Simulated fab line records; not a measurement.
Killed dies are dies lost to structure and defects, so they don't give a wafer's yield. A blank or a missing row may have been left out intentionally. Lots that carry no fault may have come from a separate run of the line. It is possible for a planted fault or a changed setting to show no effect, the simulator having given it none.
Problem report, 8D (eight disciplines) form, completed by code :: flow nandHarc :: the parts of the form that need people (team, actions taken, sign-off) are left out

## 1. WHAT IS WRONG
overlayXNm at NHARC_A_BLC_OVL_MEAS_11 reads a mean of 33.6 nm on 9 wafers of 3 lots; wafers without a fault read -0.1 nm with a standard deviation of 0.69. Measured from the usual mean, that is +49 standard deviations.
Seen first at day 25 14:38 on overlay-01, wafer L658.1. The record has a number at this step for 39 wafers belonging to 13 lots. The rule behind "out" and "out of limits": a value lying over 4 standard deviations away from the usual mean. Any other wafer with a number is counted as sound.

## 2. WHAT IT IS; WHAT IT IS NOT
question: which readings at this step
is: overlayXNm
is not: -

question: which lots
is: L658, L659, L663
is not: L651, L652, L653, L654, L667, L668, L670, L671, L673, L674

question: which wafers of those lots
is: all that have a number
is not: -

question: read on which gauges
is: overlay-01
is not: overlay-02

question: when
is: from day 25 14:38
is not: up to then (12 sound wafers); but 18 sound wafers of L667, L668, L670, L671, L673, L674 came after

## 3. SUSPECTS, AND WHAT RULES EACH OUT
Counting: a tool at any process step up to the reading remains a suspect when it ran all the lots that are out and ran no sound lot after the first of those.
- the gauge at NHARC_A_BLC_OVL_MEAS_11: kept. All the wafers that are out were read on overlay-01, and no step on other tools shows them out.
- arfiScanner-02 at NHARC_A_BLC_EXPOSE_07 (exposes mask A BLC, target cd 100 nm): kept. It processed each lot that is out, first L658 at day 25 14:24, and no sound lot thereafter; up to then, the last sound lot it processed was L654 at day 23 13:45.
After counting, arfiScanner-02 at NHARC_A_BLC_EXPOSE_07 and overlay-01 at NHARC_A_BLC_OVL_MEAS_11 remain.

## 4. THE CAUSE (what the simulator had put in)
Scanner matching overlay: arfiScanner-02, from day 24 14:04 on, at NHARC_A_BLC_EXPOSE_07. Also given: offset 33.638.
Counting left 2 suspects, and this tool is among them.

## 5. SEQUENCE OF EFFECTS, ordered by route
Each row: a reading whose mean over the struck wafers that have a number lies more than 3 standard deviations from the usual. Only readings whose record carries a usual standard deviation are examined. hours: median over the lots of the time between each lot's start at the first step of this table that gives one and its start at this step. sigmas: the change, counted in usual standard deviations.
hours: 0
step: NHARC_A_BLC_OVL_MEAS_11
reading: overlayXNm
usual: -0.1 nm
on struck wafers: 33.6
change: +33.7
sigmas: +49

## 6. HOW IT WOULD HAVE BEEN CAUGHT EARLIER
25 hours passed between the start of the fault at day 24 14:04 and the first reading out of limits at a measuring or inspecting step in this record, taken at day 25 14:38.
Lots out: 3; of these, L659, L663 started NHARC_A_BLC_EXPOSE_07 on arfiScanner-02 after day 25 14:38. A hold on the tool at that time would have spared those 2.
